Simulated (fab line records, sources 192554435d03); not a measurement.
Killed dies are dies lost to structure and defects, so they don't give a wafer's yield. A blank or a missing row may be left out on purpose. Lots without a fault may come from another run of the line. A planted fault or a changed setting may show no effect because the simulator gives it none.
One fault seen from 2 desks | flow n5_finfet | each desk has only its own numbers; what lay behind them comes last

THE TOOL OWNER'S DESK: litho_track-01
The tool's own readings at N5_BEOL_M12_COAT_66 (time 60 s, resist thk 110 nm): means of the sampled wafers that have a number, for each lot that ran on this tool. A lot is out of limits, marked OUT, if its mean lies more than 4 standard deviations from the usual mean; the brackets give that distance.
Columns: A = chill_plate_temp_C at N5_BEOL_M12_COAT_66, usual 22.99 C; B = heater_power_total_W at N5_BEOL_M12_COAT_66, usual 427.8 W; C = plate_temp_C at N5_BEOL_M12_COAT_66, usual 220.01 C; D = resist_line_temp_C at N5_BEOL_M12_COAT_66, usual 22.99 C; E = spin_speed_rpm at N5_BEOL_M12_COAT_66, usual 1500.1 rpm
lot  | first seen here | A     | B     | C      | D     | E
L189 | day 11 11:52    | 22.96 | 427.4 | 220.23 | 22.91 | 1500.9
L192 | day 12 12:28    | 23.06 | 426.6 | 220.05 | 23.04 | 1499.2
L195 | day 13 14:55    | 23.09 | 430.2 | 219.93 | 23.02 | 1500.4
L200 | day 14 12:19    | 23.05 | 426.9 | 219.94 | 22.88 | 1564.4 (+64) OUT
L202 | day 14 19:46    | 22.84 | 428.9 | 219.90 | 23.14 | 1563.1 (+63) OUT
This desk's finding: out of limits on L200, L202; first on L200, day 14 12:19 (spin_speed_rpm at N5_BEOL_M12_COAT_66). In limits: L189, L192, L195.

THE METROLOGY DESK
What the gauges read, lot by lot, whatever tool the lot ran on: means of the sampled wafers that have a number. A lot is out of limits, marked OUT, if its mean lies more than 4 standard deviations from the usual mean; the brackets give that distance.
Columns: A = M11_RS at N5_BEOL_M11_RS_MEAS_57, usual 0.152 ohm/sq
lot  | first seen here | A
L186 | day 10 16:02    | 0.150
L189 | day 11 10:35    | 0.151
L188 | day 11 12:40    | 0.154
L192 | day 12 11:20    | 0.154
L194 | day 12 21:36    | 0.153
L195 | day 13 13:40    | 0.154
L200 | day 14 10:49    | 0.151
L198 | day 14 13:43    | 0.152
L202 | day 14 18:32    | 0.154
L204 | day 14 19:35    | 0.154
L203 | day 15 05:41    | 0.149
L205 | day 15 13:18    | 0.148
This desk's finding: nothing out of limits on any of the 12 lots.

PUT TOGETHER
The tool owner's desk could have raised an alarm at day 14 12:19, on L200, L202.
The metrology desk saw nothing out of limits.
The metrology desk has L200, L202 on record, within its limits.
Of the lots named, all ran N5_BEOL_M12_COAT_66 on litho_track-01.

WHAT THE SIMULATOR HAD PUT IN
Process parameter drift: litho_track-01, from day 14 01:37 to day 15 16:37, at N5_BEOL_M12_COAT_66. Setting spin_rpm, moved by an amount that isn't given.
Lots struck among those shown: L200, L202.
Hours from the fault's start to each desk's first reading out of limits: the tool owner's desk, 11.
